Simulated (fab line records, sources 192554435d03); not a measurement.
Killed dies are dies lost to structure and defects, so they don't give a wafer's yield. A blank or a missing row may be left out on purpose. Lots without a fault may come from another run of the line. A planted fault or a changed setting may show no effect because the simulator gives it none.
Which tool did it? | flow n5_finfet | 12 lots, 36 wafers sampled, at 3 steps of a route of 1938

WHAT THE GAUGES READ, wafer by wafer
N5_BEOL_M6_THK_MEAS_01.
lot  | measured     | on            | M6_ILD_THK (nm)
L804 | day 8 14:10  | film_metro-01 | 153.1 155.6 155.0
L805 | day 8 19:11  | film_metro-01 | 152.0 155.3 152.9
L808 | day 9 14:30  | film_metro-02 | 152.6 155.6 155.0
L809 | day 9 23:25  | film_metro-02 | 152.3 153.6 153.8
L810 | day 11 11:38 | film_metro-01 | 154.1 152.0 155.1
L815 | day 12 05:35 | film_metro-02 | 153.3 154.0 157.0
L814 | day 12 16:45 | film_metro-02 | 153.8 156.7 154.1
L821 | day 13 19:00 | film_metro-02 | 154.1 152.6 152.5
L824 | day 13 22:05 | film_metro-02 | 156.3 156.6 155.8
L823 | day 14 12:01 | film_metro-02 | 155.4 156.7 158.6
L826 | day 14 15:11 | film_metro-01 | 154.3 158.0 156.5
L822 | day 14 19:38 | film_metro-01 | 153.9 155.9 154.2

N5_BEOL_M6_CD_MEAS_11: target cd 38.5 nm.
lot  | measured     | on        | cd_nm (nm)
L804 | day 8 16:01  | cd_sem-02 | 38.7 39.1 39.4
L805 | day 8 20:58  | cd_sem-01 | 38.7 39.1 39.3
L808 | day 9 16:26  | cd_sem-02 | 38.1 38.4 38.7
L809 | day 9 23:54  | cd_sem-01 | 38.0 37.9 37.7
L810 | day 11 13:44 | cd_sem-03 | 38.2 37.1 37.4
L815 | day 12 07:00 | cd_sem-03 | 39.2 39.6 38.2
L814 | day 12 18:32 | cd_sem-02 | 37.7 38.6 38.7
L821 | day 13 20:31 | cd_sem-01 | 38.5 38.5 37.9
L824 | day 14 01:19 | cd_sem-03 | 39.6 39.1 38.7
L823 | day 14 14:24 | cd_sem-01 | 36.7 37.1 37.6
L826 | day 14 18:25 | cd_sem-03 | 38.8 39.6 39.1
L822 | day 14 21:55 | cd_sem-03 | 38.6 39.0 38.5

N5_BEOL_M6_INSPECT_13: inspects for defects (brightfield).
lot  | measured     | on                | raw_defect_count
L804 | day 8 16:04  | defect_inspect-02 | 387 262 224
L805 | day 8 21:01  | defect_inspect-01 | 410 246 332
L808 | day 9 16:29  | defect_inspect-02 | 403 377 348
L809 | day 9 23:58  | defect_inspect-01 | 464 448 335
L810 | day 11 13:47 | defect_inspect-02 | 327 296 304
L815 | day 12 07:03 | defect_inspect-02 | 294 409 324
L814 | day 12 18:35 | defect_inspect-01 | 270 442 300
L821 | day 13 20:34 | defect_inspect-02 | 337 447 273
L824 | day 14 01:22 | defect_inspect-01 | 514 381 368
L823 | day 14 14:27 | defect_inspect-01 | 493 465 522
L826 | day 14 18:28 | defect_inspect-01 | 667 439 548
L822 | day 14 21:58 | defect_inspect-01 | 469 389 555

WHICH TOOL RAN EACH LOT (tool, then ch and the chambers of the sampled wafers, then the start)
The record holds no process step before these readings.

WHAT THE TOOLS THEMSELVES READ (means of the sampled wafers that have a number; where no wafer has one, the mark that the record gives instead)
The record holds no such reading with a usual standard deviation.

THE ANSWER, worked out from the rows above alone
Rule: what is usual is taken from the lots themselves. Put in order of their means at a reading, lots are off if they are a third of the lots or fewer, leave a main group of 4 or more, and stand apart from it by a gap of 3 or more times the standard deviation of the main group's means; of several such gaps the widest counts. A main group whose means are all the same, to the digits that the tables above print for the reading, isn't used. A lot without any number at a reading at which 4 lots or more have one is off too. The other lots that the step has rows for count as sound. The gauges are gone through in route order, then the tools' own readings, and for those a lot's mean is taken as printed above. The first step at which some lot is off is used, and at that step the reading that is off furthest; a lot without a number counts as furthest.
No lot is off at any reading shown: from this, nothing can be told.

WHAT THE SIMULATOR HAD PUT IN
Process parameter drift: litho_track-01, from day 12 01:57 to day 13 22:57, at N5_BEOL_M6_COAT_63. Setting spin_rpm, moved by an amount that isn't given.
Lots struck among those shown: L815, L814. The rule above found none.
